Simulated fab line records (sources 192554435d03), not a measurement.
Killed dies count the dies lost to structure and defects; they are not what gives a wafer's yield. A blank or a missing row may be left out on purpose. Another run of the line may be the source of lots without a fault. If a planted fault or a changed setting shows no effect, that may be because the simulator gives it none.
fab line records + flow n5_finfet
[record]
- lots = 3
- wafers = 9
- last_day = 18
route steps=1938 shown BEOL_M9@1462 BEOL_M10@1470 PASSIVATION@1936
lots that met no fault: from a run of the same line without faults
start_h: the number of hours between the record's first day and the start of the first shown wafer of the lot + wait_h: time in hours since the lot's previous step + " the same as in the row above + L1.1+2: a single row standing in for several wafers + - either no value or no given start + * or withheld: withheld + < > ~ a bound
route shown NAME@n: NAME is a module with steps in the file, n the number in the route of the first one + usual: the fault-free wafers' mean and standard deviation + same: alike in all rows + chamber/n: place in a boat + sites: each site's reading + _std_site: their standard deviation + _edge_site: mean of outer sites minus mean of inner sites + radius_mm: for every site, how far away it sits from the centre of the wafer + mask NAME#n: copy n + behind: the last tool/chamber to shape the wafer + hold: reason for holding the lot/hours on hold/outcome of the hold + device: the n, p or np transistor that did not switch + end of line: the tests these same wafers got at the end of their route + a step with no rows: only its recipe + killed: dies that structure and defects cost at the first sort, which is not the same as the wafer's yield + map: a wafer's dies, x killed, . not, _ none there
set.NAME: the setting as run; set.NAME@STEP: as run at that earlier step + model.NAME: the simulator's own value behind a step, which no gauge read
certain route steps with their lots: each step a table, each wafer a row
services: the hour from which a tool's chamber was out of use, counted from the record's first day as start_h (under 0 if before that day), plus the number of hours and why
[[steps]]
[step N5_BEOL_M9_ECD_50]
[recipe]
- material = Cu
- target_thk_a = 3180
[step N5_BEOL_M9_ANNEAL_51]
[recipe]
- temp_c = 225
- time_s = 90
- ambient = N2
[step N5_BEOL_M9_CMP_52]
[recipe]
- stop_on = SiCOH_lowk
- t_overpolish_s = 7
- down_force_psi = 1
- platen_rpm = 50
- clearing_platen_down_force_psi = 1.5
- clearing_platen_rpm = 50
- post_cmp_clean = cu_alkaline
- target_thk_nm = 140
- clearing_platen_pad_velocity_m_s = 0.99484
- pad_velocity_m_s = 0.99484
[step N5_BEOL_M9_PRE_CLEAN_55]
[recipe]
- gas = NH3
- time_s = 15
- temp_c = withheld
- rf_power_w = 300
[step N5_BEOL_M9_DEP_56]
[recipe]
- material = SiCN
- target_thk_a = 150
- temp_c = withheld
- precursor = 3MS/NH3
- pressure_torr = 3
- rf_w = 202
- time_s = 26.5
[step N5_BEOL_M10_ILD_DEP_00]
[recipe]
- material = SiCOH_lowk
- target_thk_a = 3085.1
- temp_c = 300
- precursor = DEMS/porogen
- pressure_torr = 5
- rf_w = 500
- time_s = 58
[step N5_BEOL_M10_CURE_71]
[recipe]
- temp_c = 385
- time_s = 240
- ambient = He/Ar
- material = SiCOH_lowk
[step N5_BEOL_M10_PECVD_70]
[recipe]
- material = SiO2
- target_thk_a = 200
- temp_c = 400
- precursor = TEOS/O2
- pressure_torr = 5.5
- rf_w = 450
- teos_flow_sccm = 53.8
- gas = O2
- flow_sccm = 3000
- time_s = 22.7
[step N5_BEOL_M10_HM_DEP_02]
[recipe]
- material = TiN
- target_thk_a = 200
- temp_c = 25
- chamber_pressure_pa = 0.49996
[usual]
- chamber_pressure_pa = 0.4999/0.00089
- throttle_valve_pct = 29.3/1.2
| lot.wafer | tool           | chamber | start_h | wait_h | chamber_pressure_pa | throttle_valve_pct |
|-----------|----------------|---------|---------|--------|---------------------|--------------------|
| L810.1    | pvd_sputter-01 | -       | 290.75  | 1.6    | 0.5000              | 28.5               |
| L810.2    | "              | -       | "       | "      | 0.4994              | 29.8               |
| L810.3    | "              | -       | "       | "      | 0.4993              | 30.3               |
| L818.4    | pvd_sputter-01 | -       | 366.10  | 1.9    | 0.4984              | 28.4               |
| L818.5    | "              | -       | "       | "      | 0.4996              | 29.1               |
| L818.6    | "              | -       | "       | "      | 0.5009              | 30.0               |
| L819.3    | pvd_sputter-02 | -       | 385.50  | 2.2    | 0.4984              | 30.7               |
| L819.5    | "              | -       | "       | "      | 0.5009              | 26.9               |
| L819.6    | "              | -       | "       | "      | 0.5001              | 30.6               |
[step N5_BEOL_M10_COAT_59]
[recipe]
- resist = SOC
- temp_c = 250
- time_s = 60
- spin_rpm = 1500
- resist_thk_nm = 100
[step N5_BEOL_M10_COAT_60]
[recipe]
- resist = SiARC
- temp_c = 220
- time_s = 60
- spin_rpm = 1500
- resist_thk_nm = 30
[step N5_BEOL_M10_COAT_05]
[recipe]
- resist = CAR-ArF
- spin_rpm = 1500
- resist_thk_nm = 90
[step N5_BEOL_M10_EBR_07]
[recipe]
- solvent = PGMEA
- ebr_width_mm = 1.5
[step N5_BEOL_M10_SOFTBAKE_06]
[recipe]
- temp_c = 110
- time_s = 60
- resist = CAR-ArF
[step N5_BEOL_M10_EXPOSE_08]
[recipe]
- mask_id = M10
- na = 1.35
- source_shape = dipole
- sigma_inner = 0.411
- sigma_outer = 0.611
- polarization = te
- dose_mj = 53.75
[step N5_BEOL_M10_PEB_09]
[recipe]
- peb_temp_c = withheld
- peb_time_s = 60
- resist = CAR-ArF
[step N5_BEOL_M10_DEVELOP_10]
[recipe]
- develop_time_s = 30
- developer = TMAH
- resist = CAR-ArF
- rinse_liquid = diw
- dry = air_spin
- dev_temp_c = 23
[step N5_BEOL_M10_INSPECT_13]
[recipe]
- mode = adi
- inspect_instrument = brightfield
[usual]
- raw_defect_count = 401/100
| lot.wafer | tool              | chamber | start_h | wait_h | raw_defect_count |
|-----------|-------------------|---------|---------|--------|------------------|
| L810.1    | defect_inspect-01 | -       | 291.30  | 0.0    | 275              |
| L810.2    | "                 | -       | "       | "      | 364              |
| L810.3    | "                 | -       | "       | "      | 377              |
| L818.4    | defect_inspect-02 | -       | 366.66  | 0.0    | 482              |
| L818.5    | "                 | -       | "       | "      | 766              |
| L818.6    | "                 | -       | "       | "      | 467              |
| L819.3    | defect_inspect-01 | -       | 386.05  | 0.0    | 455              |
| L819.5    | "                 | -       | "       | "      | 321              |
| L819.6    | "                 | -       | "       | "      | 355              |
[step N5_BEOL_M10_DESCUM_16]
[recipe]
- chemistry = O2
- time_s = 7.9
- source_power_w = 50
- bias_power_w = 20
- pressure_mtorr = 20
- rf_frequency_hz = 2.712e+07
- temp_c = 40
- resist = CAR-ArF
- o2_flow_sccm = 225
[step N5_BEOL_M10_ETCH_61]
[recipe]
- chemistry = CF4
- target = SiARC
- target_depth_a = 390
- mask_material = CAR-ArF
- time_s = 65
- ion_energy_ev = 80
- pressure_mtorr = 40
- source_w = 545
- bias_w = 36
- Ar_flow_sccm = 100
- cf4_flow_sccm = 100
- ends = cleared
[step N5_BEOL_M10_ETCH_62]
[recipe]
- chemistry = N2/H2
- target = SOC
- target_depth_a = 1100
- overetch_a = 220
- mask_material = SiARC
- temp_c = 40
- time_s = 165
- ion_energy_ev = 200
- pressure_mtorr = 30
- source_w = 840
- bias_w = 150
- n2_flow_sccm = 200
- h2_flow_sccm = 200
[step N5_BEOL_M10_STRIP_68]
[recipe]
- chemistry = N2/H2
- temp_c = 40
- n2_flow_sccm = 200
- h2_flow_sccm = 200
- rf_frequency_hz = 6e+07
[step N5_BEOL_M10_STRIP_67]
[recipe]
- chemistry = CF4
- resist = SiARC
- power_w = 300
- bias_power_w = 75
- pressure_mtorr = 50
- cf4_flow_sccm = 150
- rf_frequency_hz = 6e+07
[step N5_BEOL_M10_HM_OPEN_17]
[recipe]
- chemistry = Cl2/BCl3
- target_depth_a = 200
- overetch_a = 60
- target = TiN
- mask_material = SOC
- ion_energy_ev = 150
- pressure_mtorr = 10
- icp_w = 1000
- bias_w = 126
- Cl2_flow_sccm = 53.25
- bcl3_flow_sccm = 21.75
- Ar_flow_sccm = 25
[step N5_BEOL_M10_STRIP_19]
[recipe]
- chemistry = O2
- power_w = 400
- temp_c = 40
- pressure_mtorr = 30
- rf_frequency_hz = 6e+07
- bias_power_w = 0
- overash_fraction = 0.2
- o2_flow_sccm = 225
[step N5_BEOL_M10_COAT_63]
[recipe]
- resist = SOC
- temp_c = 250
- time_s = 60
- spin_rpm = 1500
- resist_thk_nm = 100
[step N5_BEOL_M10_COAT_64]
[recipe]
- resist = SiARC
- temp_c = 220
- time_s = 60
- spin_rpm = 1500
- resist_thk_nm = 30
[step N5_BEOL_M10_COAT_22]
[recipe]
- resist = CAR-ArF
- spin_rpm = 1500
- resist_thk_nm = 90
[step N5_BEOL_M10_EBR_24]
[recipe]
- solvent = PGMEA
- ebr_width_mm = 1.5
[step N5_BEOL_M10_SOFTBAKE_23]
[recipe]
- temp_c = 110
- time_s = 60
- resist = CAR-ArF
[step N5_BEOL_M10_EXPOSE_25]
[recipe]
- mask_id = V9
- na = 1.35
- source_shape = annular
- sigma_inner = 0.5
- sigma_outer = 0.8
- polarization = unpolarized
- dose_mj = 85.5
[step N5_BEOL_M10_PEB_26]
[recipe]
- peb_temp_c = withheld
- peb_time_s = 60
- resist = CAR-ArF
[step N5_BEOL_M10_DEVELOP_27]
[recipe]
- develop_time_s = 30
- developer = TMAH
- resist = CAR-ArF
- rinse_liquid = diw
- dry = air_spin
- dev_temp_c = 23
[step N5_BEOL_M10_INSPECT_30]
[recipe]
- mode = adi
- inspect_instrument = brightfield
[usual]
- raw_defect_count = 408/99
| lot.wafer | tool              | chamber | start_h | wait_h | raw_defect_count |
|-----------|-------------------|---------|---------|--------|------------------|
| L810.1    | defect_inspect-02 | -       | 293.59  | 0.0    | 268              |
| L810.2    | "                 | -       | "       | "      | 369              |
| L810.3    | "                 | -       | "       | "      | 345              |
| L818.4    | defect_inspect-02 | -       | 369.37  | 0.0    | 514              |
| L818.5    | "                 | -       | "       | "      | 746              |
| L818.6    | "                 | -       | "       | "      | 472              |
| L819.3    | defect_inspect-02 | -       | 388.94  | 0.0    | 428              |
| L819.5    | "                 | -       | "       | "      | 317              |
| L819.6    | "                 | -       | "       | "      | 326              |
[step N5_PASSIVATION_PROBE_49]
[usual]
- defect_limited_yield = 91.3/1.4
- killed_at_M0_to_M3 = 33/11
- killed_at_M4_up = 15/6.2
- killed_at_contacts = 13/6.5
- killed_at_front_end = 38/11
- killed_at_other = 3.4/2.6
- killed_dies = 102/17
- killed_on_rim = 13/4.1
- killed_open = 67/12
- killed_short = 34/7.9
- sort_bin_5_function = 5.1/0.88
- sort_bin_6_memory = 3.3/0.65
- sort_n_pass = 1078/17
- sort_yield_pct = 91.3/1.4
[same]
- gross_dies = 1180
- killed_at_back_side = 0
- sort_bin_4_leakage[%] = 0
- sort_bin_8_speed[%] = 0
| lot.wafer | tool      | chamber | start_h | wait_h | defect_limited_yield[%] | killed_at_M0_to_M3 | killed_at_M4_up | killed_at_contacts | killed_at_front_end | killed_at_other | killed_dies | killed_on_rim | killed_open | killed_short | sort_bin_5_function[%] | sort_bin_6_memory[%] | sort_n_pass | sort_yield_pct[%] |
|-----------|-----------|---------|---------|--------|-------------------------|--------------------|-----------------|--------------------|---------------------|-----------------|-------------|---------------|-------------|--------------|------------------------|----------------------|-------------|-------------------|
| L810.1    | prober-02 | -       | 351.36  | 0.0    | 90.2                    | 45                 | 20              | 16                 | 34                  | 1               | 116         | 12            | 79          | 37           | 6.1                    | 3.5                  | 1064        | 90.2              |
| L810.2    | prober-02 | -       | 351.41  | 0.1    | 92.3                    | 31                 | 17              | 5                  | 37                  | 1               | 91          | 13            | 56          | 34           | 4.7                    | 2.7                  | 1089        | 92.3              |
| L810.3    | prober-02 | -       | 351.46  | 0.1    | 92.9                    | 27                 | 13              | 10                 | 34                  | 0               | 84          | 11            | 55          | 29           | 3.6                    | 3.3                  | 1096        | 92.9              |
| L818.5    | prober-02 | -       | 420.33  | 0.2    | 88.8                    | 20                 | 68              | 13                 | 28                  | 3               | 132         | 31            | 54          | 25           | 6.9                    | 2.9                  | 1048        | 88.8              |
// killed by level:class
L810.1 MOL_CONTACT_COAG:geometric_particle:open=16 BEOL_M0_SAQP:geometric_particle:short=14 BEOL_M4:geometric_particle:open=12 BEOL_M0_SAQP:geometric_particle:open=11 BEOL_M3:geometric_particle:open=8 FIN_SAQP:geometric_particle:open=6 STI_FIN_REVEAL:geometric_particle:open=6 ILD0:geometric_particle:short=6
L810.2 FIN_SAQP:geometric_particle:open=12 BEOL_M0_SAQP:geometric_particle:short=10 FIN_SAQP:geometric_particle:short=8 BEOL_M0_SAQP:geometric_particle:open=8 BEOL_M4:geometric_particle:open=7 BEOL_M3:geometric_particle:open=6 ILD0:geometric_particle:open=4 MOL_CONTACT_COAG:geometric_particle:open=4
L810.3 BEOL_M0_SAQP:geometric_particle:short=10 BEOL_M4:geometric_particle:open=9 MOL_CONTACT_COAG:geometric_particle:open=8 STI_FIN_REVEAL:geometric_particle:open=7 BEOL_M3:geometric_particle:open=6 FIN_SAQP:geometric_particle:open=5 ILD0:geometric_particle:open=5 FIN_SAQP:geometric_particle:short=4
L818.5 BEOL_M10:unspecified=53 MOL_CONTACT_COAG:geometric_particle:open=13 BEOL_M4:geometric_particle:open=8 FIN_SAQP:geometric_particle:short=6 STI_FIN_REVEAL:geometric_particle:open=6 STARTING-WAFER:geometric_particle:short=4 FIN_SAQP:geometric_particle:open=3 STI_FIN_REVEAL:geometric_particle:short=3
// map L818.5 (x killed, . not)
_________________............________________
______________.............xx..._____________
___________...x....................__________
__________x........................._________
________x........x....x.............xx_______
_______.........xx...x.x.x......x......______
______x............................x...._____
_____...................x.....x..x.......____
____..............x........x............x.___
___...........x...........x..............x.__
___..x.........x..............x.....x......__
__..............x.............xx........x..._
__.............................x............_
_........x.....x................x..........x.
_........................x...............x..x
_......x..................x.............xxxxx
_................x........x............xxxxxx
_.......................x..............xxxxxx
_x...x..x............................x.xxxxxx
_x..x.................................xxxxxxx
_x..........x..........x...x...x...x..xxxxxxx
__...........x.........................xxxxx_
__.......................x..x...x....xx.xxxx_
___..x...........x.....................xx..__
___.x.................x.................xxx__
____...x..................x...........x...___
_____.x............x.....................____
______...x.............................._____
_______....x..x........................______
________.............................._______
__________...x......................_________
___________........................__________
______________x................x_____________
_________________.....x......________________
// map L810.1 (x killed, . not)
_________________............________________
______________............x...x._____________
___________...........xx...........__________
__________.......x..........x......._________
________...x.........................._______
_______..........x.....................______
______.........x..x........xx..........._____
_____..x.....x......x...............x....____
____..x...........x.............x.x......x___
___.....x..........x...............x......x__
___..............x..xx.......x.......x.....__
__x.........x.x.x.....x.x....x...x....x....._
__.......x...x...x......x......x....x......._
_.......x.....x......x.......................
_.......x....................................
_...x......................x...x.....xx......
_..................x.x...x.....x........x....
_....x..x..x...x.....xx.x.........x.....x....
_.............................x..............
_.x......................x......x..........x.
_...........x..........x.....................
__......x...x...x......x....x..............._
__.......x.................................._
___..x..................x...........x......__
___x...........x........x.......x..........__
____....x......x..........x...x...........___
_____..................x..x..............____
______.x..........x..x.................x_____
_______x..........x...x.....x..........______
________x........x..xx......x..x......_______
__________..........x......x....x..._________
___________........x.............x.__________
______________..xx....x........._____________
_________________............________________
[[services]]
| tool           | chamber | start_h | hours | kind   |
|----------------|---------|---------|-------|--------|
| pvd_sputter-01 | -       | 370.77  | 4.7   | repair |
[[key]]
[first_sign]
- step = N5_BEOL_M10_INSPECT_13
- reading = raw_defect_count
- direction = up
- sigmas = 3.6
- usual = 401
- struck = 766
[effect]
- step = N5_BEOL_M10_INSPECT_30
- reading = raw_defect_count
- direction = up
- sigmas = 3.4
- usual = 408
- struck = 746
[effect]
- step = N5_PASSIVATION_PROBE_49
- reading = killed_at_M4_up
- direction = up
- sigmas = 8.6
- usual = 15
- struck = 68
[more_kills_born_at]
- N5_BEOL_M10_HM_DEP_02@pvd_sputter-01 = 53
met_at N5_BEOL_M10_HM_DEP_02
struck_wafers L818.5
[fault]
- kind = chamber_particle_source
- tool = pvd_sputter-01
- chamber = -
- onset_h = 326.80
- steps = N5_BEOL_M10_HM_DEP_02
- rate_per_visit_cm2 = 0.40305
- end_h = 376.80
- scope = struck_wafers_only
